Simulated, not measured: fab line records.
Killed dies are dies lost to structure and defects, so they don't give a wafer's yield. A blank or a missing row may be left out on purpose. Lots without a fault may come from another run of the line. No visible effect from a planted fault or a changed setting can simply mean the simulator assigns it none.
A lot that was struck, set against a sound lot | flow n5Finfet | 37 out of 1938 route steps
Sound: wafers L193.3, L193.5, L193.6. Wafers L201.1, L201.3, L201.6 were the ones struck. At the end, the cause is stated.
For every step that has rows: the tool of each side, followed by ch and its chambers, followed by its first start. Under that, the readings that differ: sound wafers | struck wafers | difference of the means | sigmas: that difference in standard deviations of wafers without a fault.
alike: readings whose means differ by less than 2 such deviations, and words and numbers that are the same on both sides. not compared: withheld readings, readings that some wafer has no value for, bounds like >300 that may hide the same value, and numbers for which the record gives no deviation and whose values overlap.
The two part at a step that has a row with sigmas, a row that says differs or no value, or rows on one side only. When numbers do not overlap yet have no deviation, they are printed without sigmas and do not part them. Lack of a reading on every wafer of one side parts them only where that side has two or more wafers.

first, 9 steps without rows for these wafers: N5_WELL_APT_HMDS_18 (time 60 s); N5_WELL_APT_COAT_19 (resist thk 950 nm); N5_WELL_APT_EBR_21; N5_WELL_APT_SOFTBAKE_20 (time 60 s); N5_WELL_APT_EXPOSE_22 (exposes mask PWELL, defocus 0 nm, target cd 200 nm); N5_WELL_APT_PEB_23 (peb time 90 s); N5_WELL_APT_DEVELOP_24 (develop time 45 s); N5_WELL_APT_HARDBAKE_29 (time 120 s); N5_WELL_APT_DESCUM_30 (chemistry O2, time 7.9 s).
N5_WELL_APT_IMPLANT_31:
  sound on implanter-02 ch 0, day 2 03:28; struck on implanter-02 ch 0, day 4 03:38
reading          | sound                            | struck                       | difference | sigmas
doseIonsCm2      | 1.4994e+13 1.5013e+13 1.4991e+13 | 9.478e+12 9.47e+12 9.476e+12 | -5.525e+12 | -99 or more
faradayCurrentUA | 191 192 194                      | 125 120 118                  | -71        | -19
then, 25 steps without rows for these wafers: N5_WELL_APT_IMPLANT_32; N5_WELL_APT_STRIP_33 (strips in SPM, time 900 s); N5_WELL_APT_RTA_34 (time 10 s); N5_WELL_APT_OXIDE_STRIP_42 (strips SiO2 in dHF, time 45 s, target depth 12 nm); N5_WELL_APT_PRECLEAN_36 (cleans in O3/DIW, time 45 s); N5_WELL_APT_PRECLEAN_39 (cleans in dHF, time 60 s); N5_WELL_APT_SRD_37 (time 30 s); N5_WELL_APT_EPI_41 (deposits Si from SiH4/H2, target thk 50 nm, time 297.7 s); N5_PMOS_HMC_CHANNEL_EPI_HM_DEP_34 (deposits SiO2 from TEOS/O2, target thk 36 nm, time 6.9 s); N5_PMOS_HMC_CHANNEL_EPI_COAT_31 (time 60 s, resist thk 66 nm); N5_PMOS_HMC_CHANNEL_EPI_COAT_03 (resist thk 205 nm); N5_PMOS_HMC_CHANNEL_EPI_EBR_05; N5_PMOS_HMC_CHANNEL_EPI_SOFTBAKE_04 (time 60 s); N5_PMOS_HMC_CHANNEL_EPI_EXPOSE_06 (exposes mask PMOS HMC BLK, target cd 240 nm); N5_PMOS_HMC_CHANNEL_EPI_PEB_07 (peb time 60 s); N5_PMOS_HMC_CHANNEL_EPI_DEVELOP_08 (develop time 30 s); N5_PMOS_HMC_CHANNEL_EPI_DESCUM_14 (chemistry O2, time 7.9 s); N5_PMOS_HMC_CHANNEL_EPI_ETCH_32 (etches BARC in N2/H2, stops on SiO2, target depth 85.8 nm, time 50.3 s); N5_PMOS_HMC_CHANNEL_EPI_HM_OPEN_15 (chemistry CHF3/O2, target SiO2, target depth 40.6 nm, time 20.3 s); N5_PMOS_HMC_CHANNEL_EPI_STRIP_33 (strips in N2/H2); N5_PMOS_HMC_CHANNEL_EPI_STRIP_17 (strips in SPM, time 750 s); N5_PMOS_HMC_CHANNEL_EPI_ETCH_38 (etches SiO2 in CF4, target depth 1.5 nm); N5_PMOS_HMC_CHANNEL_EPI_FIN_RECESS_16 (chemistry HBr/Cl2, target Si, target depth 54 nm, time 18 s); N5_PMOS_HMC_CHANNEL_EPI_PRECLEAN_36 (cleans in O3/DIW, time 45 s); N5_PMOS_HMC_CHANNEL_EPI_PRECLEAN_18 (cleans in DHF, time 30 s).
-- here the record skips 6 days between the struck wafers' starts before and after, leaving off in module PMOS_HMC_CHANNEL_EPI and picking up in module BEOL_M4 (first step shown: number 1111 of the route) --
N5_BEOL_M4_RC_MEAS_101:
  sound on prober-01 ch 0, day 8 11:26; struck on prober-02 ch 0, day 10 11:11
reading           | sound          | struck         | difference | sigmas
RS_PWELL (ohm/sq) | 3028 3033 3046 | 3947 3933 3927 | +900       | +39
  alike: DIBL_N, DIBL_P, IOFF_N, IOFF_P, ION_N, ION_P, SS_N, SS_P, VT_N, VT_P
-- record jumps: 4 days separate the struck wafers' starts on either side; left off in module BEOL_M4, taken up again in module PASSIVATION, whose first shown step is the route's number 1936 --
N5_PASSIVATION_PROBE_49:
  the record has rows for the struck wafers here (prober-02, day 14 21:06) and none for the sound ones

== WHERE THEY PART ==
Earliest at N5_WELL_APT_IMPLANT_31; latest, in this record, at N5_PASSIVATION_PROBE_49.

WHY: what had been put in by the simulator
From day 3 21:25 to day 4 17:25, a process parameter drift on implanter-02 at N5_WELL_APT_IMPLANT_31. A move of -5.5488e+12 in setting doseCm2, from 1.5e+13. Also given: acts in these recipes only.
